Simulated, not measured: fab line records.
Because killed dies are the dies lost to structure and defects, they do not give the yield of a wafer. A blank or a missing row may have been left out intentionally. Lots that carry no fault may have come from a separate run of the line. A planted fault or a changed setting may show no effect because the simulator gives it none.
A lot that was struck, set against a sound lot :: flow nand-harc :: 14 steps out of a route of 1302
Sound: wafers L594.2, L594.4, L594.5. The struck wafers were L592.3, L592.4, L592.6. Last of all comes the cause.
Per side, at each step with rows, come the tool, then ch with its chambers, and then its first start. Under that, the readings that differ: sound wafers :: struck wafers :: difference of the means :: sigmas: that difference in standard deviations of wafers without a fault.
alike: readings whose means differ by less than 2 such deviations, and words and numbers that are the same on both sides. not compared: withheld readings, readings that some wafer has no value for, bounds like >300 that may hide the same value, and numbers for which the record gives no deviation and whose values overlap.
A row with sigmas, a row that says differs or no value, or rows on one side alone: a step with any of these is where the two part. Numbers that don't overlap but have no deviation are shown without sigmas and don't part them. Lack of a reading on every wafer of one side parts them only where that side has two or more wafers.

first, 7 steps without rows for these wafers: NHARC_A_BLC_COAT_03 (time 65 s); NHARC_A_BLC_COAT_04 (resist thk 90 nm); NHARC_A_BLC_SOFTBAKE_05 (time 55 s); NHARC_A_BLC_EBR_06; NHARC_A_BLC_EXPOSE_07 (exposes mask A BLC, target cd 100 nm); NHARC_A_BLC_PEB_08 (peb time 65 s); NHARC_A_BLC_DEVELOP_09 (develop time 35 s).
NHARC_A_BLC_CD_MEAS_10: target cd 100 nm.
  sound on cd-sem-01 ch 0, day 28 05:04; struck on cd-sem-01 ch 0, day 27 21:39
  alike: cd-nm
NHARC_A_BLC_OVL_MEAS_11:
  struck on overlay-01, day 27 21:44; sound on overlay-01, day 28 05:09
  alike: overlay-x-nm, overlay-y-nm
NHARC_A_BLC_INSPECT_12:
  struck on defect-inspect-01, day 27 21:46; sound on defect-inspect-02, day 28 05:11
  alike: raw-defect-count
NHARC_A_BLC_DESCUM_15: chemistry O2, time 3 s.
  sound on rie-diel-06 ch 1,3, day 28 05:15; struck on rie-diel-13 ch 1,3, day 27 21:50
  alike: drypump-motor-current-A, oes-product-au, rf-vpp-V, showerhead-plenum-p-Torr, throttle-valve-pct
  not compared: rf-hours-counter-h
NHARC_A_BLC_ETCH_16: etches the open film in CF4, target depth 39 nm, time 65 s.
  sound on rie-diel-06 ch 2,3, day 28 05:20; struck on rie-diel-13 ch 0,2, day 27 21:55
  alike: drypump-motor-current-A, oes-product-au, rf-vpp-V, run-length-s, showerhead-plenum-p-Torr, throttle-valve-pct
  not compared: rf-hours-counter-h
NHARC_A_BLC_ETCH_17: etches the open film in N2/H2, target depth 390 nm, time 609.38 s.
  sound on rie-diel-06 ch 0,1,3, day 28 05:28; struck on rie-diel-13 ch 0,2,3, day 27 22:05
reading: run-length-s (s)
sound: 630.0 630.0 629.8
struck: 589.0 588.7 588.9
difference: -41.1
sigmas: -93
  alike: drypump-motor-current-A, oes-product-au, rf-vpp-V, showerhead-plenum-p-Torr, throttle-valve-pct
  not compared: rf-hours-counter-h
NHARC_A_BLC_ETCH_18: etches the open film in C4F8/O2/Ar, target depth 910 nm.
  sound on rie-diel-06 ch 1,2; struck on rie-diel-13 ch 0,2
  alike: oes-product-au, rf-vpp-V
  not compared: rf-hours-counter-h

WHERE THEY PART
Only at NHARC_A_BLC_ETCH_17, within this record. Later steps at which nothing parts them and some readings are alike: NHARC_A_BLC_ETCH_18.

WHY: whatever the simulator had introduced
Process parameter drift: rie-diel-13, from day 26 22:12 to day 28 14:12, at NHARC_A_BLC_ETCH_17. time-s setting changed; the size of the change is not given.
